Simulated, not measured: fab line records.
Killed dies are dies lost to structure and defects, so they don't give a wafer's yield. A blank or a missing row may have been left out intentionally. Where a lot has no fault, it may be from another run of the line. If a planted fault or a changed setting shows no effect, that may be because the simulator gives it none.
Matching of chambers	flow n5-finfet	3 sister chambers for N5_BEOL_M4_PRE_CLEAN_60 on cvd-co-01
The step time 15 s. 6 wafers are shown with their chamber, then 12 later ones without.

## EACH WAFER AND ITS CHAMBER
wafer	chamber	heater-power-w (W)
L083.5	0	60
L088.2	1	95
L088.5	2	123
L090.1	0	62
L090.4	1	93
L090.5	2	126

## WAFERS WHOSE CHAMBER IS MISSING
wafer	heater-power-w (W)
L089.1	127
L089.2	93
L089.5	61
L092.1	125
L092.3	93
L092.5	93
L093.3	93
L093.5	63
L093.6	126
L094.1	91
L094.2	60
L094.4	91

## EACH ONE'S CHAMBER
wafer	from the rows above	in truth
L089.1	2	2
L089.2	1	1
L089.5	0	0
L092.1	2	2
L092.3	1	1
L092.5	1	1
L093.3	1	1
L093.5	0	0
L093.6	2	2
L094.1	1	1
L094.2	0	0
L094.4	1	1
12 of 12 placed correctly. Not placeable from these rows: 0. Number placed wrongly: 0.
How it was worked out, from the rows above alone: a wafer's distance from a chamber is the root of the sum, over the readings, of the square of ((its reading less the chamber's mean) divided by the reading's scatter). The wafer belongs to the nearest chamber; if the next one is less than 2 further off, it can't be placed. The mean given for a chamber averages the wafers shown for that chamber. The scatter: the root of (the sum of the squares of (reading less its chamber's mean) over the shown wafers, divided by (wafers less chambers)).
